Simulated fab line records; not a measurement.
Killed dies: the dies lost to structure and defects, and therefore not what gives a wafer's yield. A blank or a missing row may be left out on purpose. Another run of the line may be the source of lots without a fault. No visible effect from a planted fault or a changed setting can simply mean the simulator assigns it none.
Comparing a struck lot with a sound one    flow nandHarc    13 out of 1159 route steps
Sound: the wafers L598.3, L598.4, L598.5. Struck: wafers L604.2, L604.5, L604.6. The cause comes at the end.
Each step with rows lists, per side, the tool, then ch with its chambers, then its first start. Under that, the readings that differ: sound wafers    struck wafers    difference of the means    sigmas: that difference in standard deviations of wafers without a fault.
alike: readings with means less than 2 such deviations apart, plus words and numbers identical on both sides. not compared: withheld readings, readings lacking a value on some wafer, bounds such as >300 that could conceal the same value, and numbers that have no deviation in the record and whose values overlap.
A row with sigmas, a row that says differs or no value, or rows on one side alone: a step with any of these is where the two part. Numbers that don't overlap but have no deviation are shown without sigmas and don't part them. Lack of a reading on every wafer of one side parts them only where that side has two or more wafers.

first, 1 step without rows for these wafers: NHARC_P_M1_SRD_25.
NHARC_P_M1_INSPECT_27:
  sound on defectInspect-02 at day 7 02:26; struck on defectInspect-02 at day 9 06:21
  alike: rawDefectCount
NHARC_P_M1_PRE_CLEAN_32: time 12 s.
  sound on pecvd-03 ch 1,2, day 7 02:31; struck on pecvd-01 ch 0,2, day 9 06:32
  alike: heaterPowerW
NHARC_P_M1_DEP_33: deposits SiCN, target thk 30 nm.
  sound on pecvd-03 ch 1,2, day 7 02:40; struck on pecvd-01 ch 0,2, day 9 06:40
  alike: heaterPowerW
then, 7 steps without rows for these wafers: NHARC_P_M2_DEP_00 (deposits SiOC, target thk 182.5 nm); NHARC_P_M2_DEHYDRATE_01 (time 120 s); NHARC_P_M2_HMDS_02 (time 30 s); NHARC_P_M2_COAT_34 (time 65 s); NHARC_P_M2_COAT_03 (resist thk 90 nm); NHARC_P_M2_SOFTBAKE_04 (time 55 s); NHARC_P_M2_EBR_05.
NHARC_P_M2_EXPOSE_06: exposes mask P M2, target cd 170 nm.
  sound on arfiScanner-02 ch 0, day 7 03:42; struck on arfiScanner-02, day 9 07:35
  no value came back on the struck wafers for exposureDoseMJCm2, focusOffsetNm (nm); on the sound wafers exposureDoseMJCm2 reads 80.75 80.82 80.73
  alike: mask
then, 1 step without rows for these wafers: NHARC_P_M2_PEB_07 (peb time 65 s).

## WHERE THEY PART
Within this record, at NHARC_P_M2_EXPOSE_06 only.

WHY: whatever the simulator had introduced
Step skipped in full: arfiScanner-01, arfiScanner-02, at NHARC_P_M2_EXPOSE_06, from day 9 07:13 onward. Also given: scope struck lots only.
